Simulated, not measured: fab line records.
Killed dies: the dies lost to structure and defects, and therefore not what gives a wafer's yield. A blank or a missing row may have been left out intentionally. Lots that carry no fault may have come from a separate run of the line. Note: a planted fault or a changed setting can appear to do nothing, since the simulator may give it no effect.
fab line records	flow n5_finfet
[record] lots = 4	wafers = 12	last_day = 12
route steps=1938 shown BEOL_M0@741 BEOL_M1@751 BEOL_M4@1111
lots that met no fault: from a run of the same line without faults
start_h: the number of hours between the record's first day and the start of the first shown wafer of the lot	wait_h: how many hours have passed since the lot's step before this one	" identical to the entry in the row above	L1.1+2: a row that stands for several wafers	- no value, or no start given	* or withheld: withheld	< > ~ a bound
route shown NAME@n: a module of which the file shows steps, and the number in the route of the first	usual: mean/standard deviation of fault-free wafers	same: alike in all rows	chamber/n: place in a boat	sites: each site's reading	_std_site: standard deviation of those values	_edge_site: outer sites' mean less inner sites'	radius_mm: how far each site lies from the wafer's centre	mask NAME#n: copy n	behind: the tool/chamber that last shaped the wafer	hold: the reason the lot was held/the length of the hold in hours/how it ended	device: names the non-switching transistor (n, p or np)	end of line: at the end of the route, the tests of the same wafers	a step without rows: its recipe alone	killed: at the first sort, the dies lost to defects and structure; wafer yield is something else	map: per-die view of a wafer (x killed, . not killed, _ where there is no die)
set.NAME: the setting as run; set.NAME@STEP: as run at that earlier step	model.NAME: the simulator's own value behind a step, which no gauge read
certain route steps with their lots: each step a table, each wafer a row
services: from which hour (start_h, from the record's first day; less than 0 if before it) a tool's chamber was out of use, for how many hours, and why
[[steps]]
[step N5_BEOL_M0_ECD_118]
[recipe] material = Cu	target_thk_a = 3000
[step N5_BEOL_M0_ANNEAL_119]
[recipe] temp_c = 225	time_s = 90	ambient = N2
[step N5_BEOL_M0_CMP_120]
[recipe] stop_on = SiOC	t_overpolish_s = 6.9	down_force_psi = 1	platen_rpm = 50	clearing_platen_down_force_psi = 1.5	clearing_platen_rpm = 50	post_cmp_clean = cu_alkaline	clearing_platen_pad_velocity_m_s = 0.99484	pad_velocity_m_s = 0.99484
[step N5_BEOL_M0_PRE_CLEAN_131]
[recipe] gas = NH3/H2	time_s = 15	temp_c = *	rf_power_w = 300
[step N5_BEOL_M0_CO_CAP_123]
[recipe] material = Co	target_thk_a = 20	temp_c = 200	precursor = CCTBA/H2	pressure_torr = 30	time_s = 102.1
[step N5_BEOL_M0_PRE_CLEAN_124]
[recipe] gas = NH3	time_s = 15	temp_c = withheld	rf_power_w = 300
[step N5_BEOL_M0_DEP_125]
[recipe] material = SiCN	target_thk_a = 80	temp_c = withheld	precursor = 3MS/NH3	pressure_torr = 3	rf_w = 202	time_s = 14
[step N5_BEOL_M1_ILD_DEP_00]
[recipe] material = SiOC	target_thk_a = 790	temp_c = 350	precursor = DEMS/O2	pressure_torr = 5	rf_w = 500	time_s = 15.3
[step N5_BEOL_M1_PECVD_72]
[recipe] material = SiO2	target_thk_a = 160	temp_c = 400	precursor = TEOS/O2	pressure_torr = 5.5	rf_w = 450	teos_flow_sccm = 53.8	gas = O2	flow_sccm = 3000	time_s = 18
[usual] heater_power_w = 714/68	showerhead_plenum_p_Torr = 8.80/0.052	throttle_valve_pct = 22.5/1.3
lot.wafer	tool	chamber	start_h	wait_h	heater_power_w	showerhead_plenum_p_Torr	since_wet_clean_h	throttle_valve_pct	model.SiO2_of_BEOL_M1_PECVD_72.thk_nm
L752.1	pecvd-04	1	155.47	0.0	787	8.77	1584	24.5	15.8
L752.4	"	0	"	"	734	8.72	-	21.8	16
L752.6	"	1	"	"	779	8.75	-	24.5	16
L754.1	pecvd-02	2	156.90	0.0	724	8.81	288	21.5	16.2
L754.3	"	0	"	"	762	8.81	1042	23.9	16
L754.5	"	1	"	"	771	8.77	-	22.8	16
L755.2	pecvd-02	1	157.51	0.0	701	8.79	1768	23.0	15.8
L755.3	"	2	"	"	687	8.80	289	21.8	17.6
L755.6	"	0	"	"	729	8.82	-	23.8	16.2
L756.1	pecvd-02	2	164.51	0.0	641	8.82	296	21.6	17.2
L756.2	"	0	"	"	707	8.77	1050	24.0	15.8
L756.4	"	1	"	"	760	8.77	-	22.9	16
[step N5_BEOL_M1_HM_DEP_02]
[recipe] material = TiN	target_thk_a = 200	temp_c = 25	chamber_pressure_pa = 0.49996
[step N5_BEOL_M1_COAT_61]
[recipe] resist = SOC	temp_c = 250	time_s = 60	spin_rpm = 1500	resist_thk_nm = 60
[step N5_BEOL_M1_COAT_62]
[recipe] resist = SiARC	temp_c = 220	time_s = 60	spin_rpm = 1500	resist_thk_nm = 12
[step N5_BEOL_M1_COAT_73]
[recipe] resist = underlayer	temp_c = 205	time_s = 60	spin_rpm = 1500	resist_thk_nm = 5
[step N5_BEOL_M1_COAT_05]
[recipe] resist = CAR-EUV	spin_rpm = 1500	resist_thk_nm = 30
[step N5_BEOL_M1_EBR_07]
[recipe] solvent = PGMEA	ebr_width_mm = 1.5
[step N5_BEOL_M1_SOFTBAKE_06]
[recipe] temp_c = 110	time_s = 60	resist = CAR-EUV
[step N5_BEOL_M1_EXPOSE_08]
[recipe] mask_id = M1	na = 0.33	source_shape = dipole	sigma_inner = 0.369	sigma_outer = 0.767	polarization = unpolarized	dose_mj = 33
[step N5_BEOL_M1_PEB_09]
[recipe] peb_temp_c = 100	peb_time_s = 60	resist = CAR-EUV
[step N5_BEOL_M1_DEVELOP_10]
[recipe] develop_time_s = 30	developer = TMAH	resist = CAR-EUV	rinse_liquid = surfactant_rinse	dry = air_spin	dev_temp_c = 23
[step N5_BEOL_M1_DESCUM_16]
[recipe] chemistry = O2	time_s = 7	source_power_w = 50	bias_power_w = 20	pressure_mtorr = 20	rf_frequency_hz = 2.712e+07	temp_c = 40	resist = CAR-EUV	o2_flow_sccm = 225
[step N5_BEOL_M1_ETCH_74]
[recipe] chemistry = N2/H2	target = underlayer	target_depth_a = 65	mask_material = CAR-EUV	time_s = 5.2	ion_energy_ev = 200	pressure_mtorr = 30	source_w = 840	bias_w = 150	n2_flow_sccm = 200	h2_flow_sccm = 200	ends = cleared
[step N5_BEOL_M1_ETCH_63]
[recipe] chemistry = CF4	target = SiARC	target_depth_a = 156	mask_material = CAR-EUV	time_s = 26	ion_energy_ev = 80	pressure_mtorr = 40	source_w = 545	bias_w = 36	Ar_flow_sccm = 100	cf4_flow_sccm = 100	ends = cleared
[step N5_BEOL_M1_ETCH_64]
[recipe] chemistry = N2/H2	target = SOC	target_depth_a = 750	overetch_a = 150	mask_material = SiARC	temp_c = 40	time_s = 112.5	ion_energy_ev = 200	pressure_mtorr = 30	source_w = 840	bias_w = 150	n2_flow_sccm = 200	h2_flow_sccm = 200
[step N5_BEOL_M1_STRIP_65]
[recipe] chemistry = N2/H2	temp_c = 40	n2_flow_sccm = 200	h2_flow_sccm = 200	rf_frequency_hz = 6e+07
[step N5_BEOL_M1_STRIP_75]
[recipe] chemistry = N2/H2	temp_c = 40	n2_flow_sccm = 200	h2_flow_sccm = 200	rf_frequency_hz = 6e+07
[step N5_BEOL_M1_STRIP_66]
[recipe] chemistry = CF4	resist = SiARC	power_w = 300	bias_power_w = 75	pressure_mtorr = 50	cf4_flow_sccm = 150	rf_frequency_hz = 6e+07
[step N5_BEOL_M1_HM_OPEN_17]
[recipe] chemistry = Cl2/BCl3	target_depth_a = 200	overetch_a = 60	target = TiN	mask_material = SOC	ion_energy_ev = 150	pressure_mtorr = 10	icp_w = 1000	bias_w = 126	Cl2_flow_sccm = 53.25	bcl3_flow_sccm = 21.75	Ar_flow_sccm = 25
[step N5_BEOL_M1_STRIP_19]
[recipe] chemistry = O2	power_w = 400	temp_c = 40	pressure_mtorr = 30	rf_frequency_hz = 6e+07	bias_power_w = 0	overash_fraction = 0.2	o2_flow_sccm = 225
[step N5_BEOL_M1_COAT_67]
[recipe] resist = SOC	temp_c = 250	time_s = 60	spin_rpm = 1500	resist_thk_nm = 60
[step N5_BEOL_M1_COAT_68]
[recipe] resist = SiARC	temp_c = 220	time_s = 60	spin_rpm = 1500	resist_thk_nm = 12
[step N5_BEOL_M1_COAT_76]
[recipe] resist = underlayer	temp_c = 205	time_s = 60	spin_rpm = 1500	resist_thk_nm = 5
[step N5_BEOL_M1_COAT_22]
[recipe] resist = CAR-EUV	spin_rpm = 1500	resist_thk_nm = 30
[step N5_BEOL_M1_EBR_24]
[recipe] solvent = PGMEA	ebr_width_mm = 1.5
[step N5_BEOL_M1_SOFTBAKE_23]
[recipe] temp_c = 110	time_s = 60	resist = CAR-EUV
[step N5_BEOL_M1_HM_STRIP_39]
[recipe] chemistry = peroxide_tin_strip	material = TiN	target_depth_a = 250	temp_c = 50	time_s = 158
lot.wafer	tool	chamber	start_h	wait_h	model.SiO2_of_BEOL_M1_PECVD_72.thk_nm
L752.1	wet_bench-02	4	158.07	0.0	15.6
L752.4	"	5	"	"	16
L752.6	"	0	"	"	15.8
L754.1	wet_bench-04	1	161.91	0.0	16
L754.3+5	"	4,2	"	"	15.8
L755.2	wet_bench-04	2	163.40	0.0	15.6
L755.3	"	1	"	"	17.6
L755.6	"	7	"	"	16
L756.1	wet_bench-02	1	170.08	0.0	17.2
L756.2	"	6	"	"	15.6
L756.4	"	5	"	"	16
[step N5_BEOL_M1_CMP_52]
[recipe] stop_on = SiOC	t_overpolish_s = 6.8	down_force_psi = 1	platen_rpm = 50	clearing_platen_down_force_psi = 1.5	clearing_platen_rpm = 50	post_cmp_clean = cu_alkaline	target_thk_nm = 40	clearing_platen_pad_velocity_m_s = 0.99484	pad_velocity_m_s = 0.99484
[usual] barrier_field_endpoint_s = 24.5/0.66	motor_current_A = 5.9/0.53	retaining_ring_pressure_frac = 1.000/0.0049	slurry_flow_ml_min = 150.0/0.47
lot.wafer	tool	chamber	start_h	wait_h	barrier_field_endpoint_s	motor_current_A	retaining_ring_pressure_frac	slurry_flow_ml_min
L752.4	cmp-02	0	161.95	0.1	24.1	6.5	1.003	150.7
L752.1	"	3	"	"	24.5	5.7	0.996	150.1
L752.6	"	1	"	"	25.2	6.7	1.010	149.6
L754.3	cmp-02	3	165.58	0.2	23.7	5.4	1.002	149.9
L754.1	"	1	"	"	24.8	6.1	1.001	149.8
L754.5	"	3	"	"	24.6	5.9	1.003	149.4
L755.3	cmp-02	1	166.82	0.2	26.8	6.2	0.989	150.4
L755.2	"	3	"	"	25.1	5.8	0.997	149.3
L755.6	"	2	"	"	25.3	5.4	0.995	150.0
L756.4	cmp-02	3	173.67	0.1	24.1	5.5	0.997	150.1
L756.2	"	0	"	"	23.9	6.3	0.998	150.5
L756.1	"	1	"	"	26.6	6.4	0.999	150.3
[step N5_BEOL_M4_RC_MEAS_101]
[usual] DIBL_N = 35.8/1.8	DIBL_P = 35.6/2	IOFF_N = 0.148/0.028	IOFF_P = 0.20/0.034	ION_N = 672/12	ION_P = 462/8.5	SS_N = 71.2/0.65	SS_P = 73.1/0.67	VT_N = 251/3.3	VT_P = -251/3.8
lot.wafer	tool	chamber	start_h	wait_h	DIBL_N[mV/V]	DIBL_P[mV/V]	IOFF_N[nA/um]	IOFF_P[nA/um]	ION_N[uA/um]	ION_P[uA/um]	SS_N[mV/dec]	SS_P[mV/dec]	VT_N[mV]	VT_P[mV]
L752.1	prober-01	0	192.46	0.0	37.5	35.6	0.150	0.23	661	466	71.5	74.0	251	-247
L752.4	"	0	"	"	38.5	36.8	0.173	0.25	655	457	72.3	74.1	250	-245
L752.6	"	0	"	"	37.6	34.2	0.142	0.20	647	452	71.7	72.4	253	-252
L754.1	prober-01	0	196.42	0.0	36.1	34.7	0.136	0.18	678	461	71.2	73.2	251	-253
L754.3	"	0	"	"	34.8	33.6	0.117	0.16	663	454	70.6	72.5	252	-255
L754.5	"	0	"	"	36.1	35.3	0.133	0.18	664	457	71.0	73.3	257	-252
L756.1	prober-01	0	202.10	0.0	39.4	37.9	0.207	0.27	693	484	71.9	74.3	244	-243
L756.2	"	0	"	"	36.9	35.3	0.155	0.22	672	468	71.6	73.5	251	-246
L756.4	"	0	"	"	36.8	36.0	0.171	0.24	689	481	71.8	72.6	246	-244
L755.2	prober-02	0	203.90	0.2	34.6	33.3	0.128	0.19	672	465	70.6	71.7	251	-252
L755.3	"	0	"	"	33.7	33.0	0.118	0.17	659	458	70.4	72.7	253	-253
L755.6	"	0	"	"	33.9	33.1	0.118	0.17	670	466	70.5	72.6	252	-251
[[services]]
tool	chamber	start_h	hours	kind
cmp-02	-	136.64	2.2	repair
pecvd-04	2	142.72	2.1	scheduled_down
pecvd-04	2	147.09	5.5	scheduled_down
pecvd-04	-	164.08	1.0	repair
[[key]]
[first_sign] step = N5_BEOL_M1_CMP_52	reading = barrier_field_endpoint_s	direction = up	sigmas = 3.3	usual = 24.5	struck = 26.7
effect none on later readings
[model_effect] step = N5_BEOL_M1_PECVD_72	value = SiO2_of_BEOL_M1_PECVD_72.thk_nm	without = 15.8	struck = 17.4
[model_effect] step = N5_BEOL_M1_HM_STRIP_39	value = SiO2_of_BEOL_M1_PECVD_72.thk_nm	without = 15.7	struck = 17.4
met_at N5_BEOL_M1_PECVD_72
struck_wafers L755.3,L756.1
onset_between 156.90 157.51
[fault] kind = process_parameter_drift	tool = pecvd-02	chamber = -	onset_h = 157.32	steps = N5_BEOL_M1_PECVD_72	channel = time_s	offset = *	shape = step	end_h = 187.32	scope = struck_wafers_only	acts_in = *	stated = *
